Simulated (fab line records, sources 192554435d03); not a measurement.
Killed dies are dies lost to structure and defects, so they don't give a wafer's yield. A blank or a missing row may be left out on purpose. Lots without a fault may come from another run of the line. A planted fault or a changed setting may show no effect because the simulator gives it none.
Tool commonality check | flow n5_finfet | 10 lots, 30 wafers sampled

WHY IT WAS OPENED
At N5_BEOL_M4_INSPECT_59 the reading raw_defect_count is flagged on 2 of 10 lots. Wafers without a fault read 72, standard deviation 23.
Rule: a lot is flagged when every wafer of it that has a number lies more than 4 standard deviations from that mean, or none has a number. The other lots count as sound.

lot  | measured     | on                | raw_defect_count, wafer by wafer | flag
L789 | day 8 02:44  | defect_inspect-01 | 52 33 73                         |
L790 | day 8 07:21  | defect_inspect-01 | 57 70 82                         |
L795 | day 10 03:47 | defect_inspect-02 | 127 97 85                        |
L797 | day 11 02:28 | defect_inspect-01 | 52 118 92                        |
L798 | day 11 21:06 | defect_inspect-01 | 112 110 128                      |
L804 | day 13 14:56 | defect_inspect-02 | 507 479 481                      | FLAGGED
L807 | day 13 20:11 | defect_inspect-01 | 78 55 78                         |
L810 | day 14 01:35 | defect_inspect-01 | 50 50 60                         |
L806 | day 14 06:41 | defect_inspect-02 | 454 481 441                      | FLAGGED
L811 | day 14 14:22 | defect_inspect-02 | 58 55 75                         |
The numbers of the flagged lots are 474 on average: +402 against the usual, or +17 standard deviations.

WHICH TOOL RAN EACH LOT
The record holds 4 process steps before the reading, out of a route of 1938 steps. In each cell: the tool, then ch and the chambers that the sampled wafers went through, then the start.
lot  | flag    | N5_BEOL_M4_ANNEAL_93         | N5_BEOL_M4_SPUTTER_96        | N5_BEOL_M4_ANNEAL_51             | N5_BEOL_M4_PRE_CLEAN_56
L789 |         | pvd_sputter-03, day 8 01:17  | pvd_sputter-03, day 8 01:39  | rtp_anneal-01 ch 0, day 8 01:56  | pecvd-04 ch 0,2, day 8 02:37
L790 |         | pvd_sputter-01, day 8 05:52  | pvd_sputter-01, day 8 06:13  | rtp_anneal-01 ch 0, day 8 06:30  | pecvd-01 ch 1,2, day 8 07:14
L795 |         | pvd_sputter-03, day 10 02:20 | pvd_sputter-03, day 10 02:41 | rtp_anneal-02 ch 0, day 10 02:56 | pecvd-01 ch 0, day 10 03:38
L797 |         | pvd_sputter-03, day 11 01:02 | pvd_sputter-03, day 11 01:23 | rtp_anneal-02 ch 0, day 11 01:35 | pecvd-01 ch 0,1,2, day 11 02:20
L798 |         | pvd_sputter-01, day 11 19:39 | pvd_sputter-01, day 11 20:01 | rtp_anneal-02 ch 0, day 11 20:17 | pecvd-02 ch 0,1, day 11 20:59
L804 | FLAGGED | pvd_sputter-02, day 13 13:28 | pvd_sputter-02, day 13 13:51 | rtp_anneal-01 ch 0, day 13 14:03 | pecvd-01 ch 0,1, day 13 14:49
L807 |         | pvd_sputter-03, day 13 18:45 | pvd_sputter-03, day 13 19:07 | rtp_anneal-02 ch 0, day 13 19:21 | pecvd-04 ch 1,2, day 13 20:04
L810 |         | pvd_sputter-03, day 14 00:09 | pvd_sputter-03, day 14 00:31 | rtp_anneal-01 ch 0, day 14 00:45 | pecvd-04 ch 1,2, day 14 01:28
L806 | FLAGGED | pvd_sputter-03, day 14 05:15 | pvd_sputter-03, day 14 05:37 | rtp_anneal-02 ch 0, day 14 05:54 | pecvd-01 ch 0,1,2, day 14 06:34
L811 |         | pvd_sputter-03, day 14 12:40 | pvd_sputter-03, day 14 13:01 | rtp_anneal-02 ch 0, day 14 13:29 | pecvd-02 ch 0,1, day 14 14:14
What these steps do:
- N5_BEOL_M4_ANNEAL_93: time 240 s.
- N5_BEOL_M4_SPUTTER_96: material Cu, target thk 4.5 nm, time 8.29 s.
- N5_BEOL_M4_ANNEAL_51: time 90 s.
- N5_BEOL_M4_PRE_CLEAN_56: time 15 s.
- N5_BEOL_M4_INSPECT_59: inspects for defects (darkfield).

FLAGGED OVER TOTAL, TOOL BY TOOL (the gauges that took the reading come last)
step                    | tool              | lots run | flagged | share of the flagged lots | sound lots run after its first flagged lot
N5_BEOL_M4_ANNEAL_93    | pvd_sputter-01    | 2        | 0       | none                      | -
N5_BEOL_M4_ANNEAL_93    | pvd_sputter-02    | 1        | 1       | some                      | 0
N5_BEOL_M4_ANNEAL_93    | pvd_sputter-03    | 7        | 1       | some                      | 1 (L811)
N5_BEOL_M4_SPUTTER_96   | pvd_sputter-01    | 2        | 0       | none                      | -
N5_BEOL_M4_SPUTTER_96   | pvd_sputter-02    | 1        | 1       | some                      | 0
N5_BEOL_M4_SPUTTER_96   | pvd_sputter-03    | 7        | 1       | some                      | 1 (L811)
N5_BEOL_M4_ANNEAL_51    | rtp_anneal-01     | 4        | 1       | some                      | 1 (L810)
N5_BEOL_M4_ANNEAL_51    | rtp_anneal-02     | 6        | 1       | some                      | 1 (L811)
N5_BEOL_M4_PRE_CLEAN_56 | pecvd-01          | 5        | 2       | all                       | 0
N5_BEOL_M4_PRE_CLEAN_56 | pecvd-02          | 2        | 0       | none                      | -
N5_BEOL_M4_PRE_CLEAN_56 | pecvd-04          | 3        | 0       | none                      | -
N5_BEOL_M4_INSPECT_59   | defect_inspect-01 | 6        | 0       | none                      | -
N5_BEOL_M4_INSPECT_59   | defect_inspect-02 | 4        | 2       | all                       | 1 (L811)

WHAT THE TABLE ALLOWS
2 rows of the table ran every flagged lot: pecvd-01 at N5_BEOL_M4_PRE_CLEAN_56, defect_inspect-02 at N5_BEOL_M4_INSPECT_59.
- pecvd-01 at N5_BEOL_M4_PRE_CLEAN_56: 2 of its 5 lots flagged. Its last sound lot is L797 (day 11 02:20), its first flagged lot L804 (day 13 14:49): a fault that began between those two fits.
- defect_inspect-02 at N5_BEOL_M4_INSPECT_59: 2 of its 4 lots flagged. Sound lots ran on it after the first flagged one (L811), which a lasting fault on the whole tool wouldn't allow.
One tool is left: pecvd-01 at N5_BEOL_M4_PRE_CLEAN_56.

WHAT THE SIMULATOR HAD PUT IN
Chamber particle source: pecvd-01, from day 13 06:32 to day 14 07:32, at N5_BEOL_M4_PRE_CLEAN_56. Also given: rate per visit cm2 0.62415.
Lots struck among those shown: L804, L806. The rule above found the same.
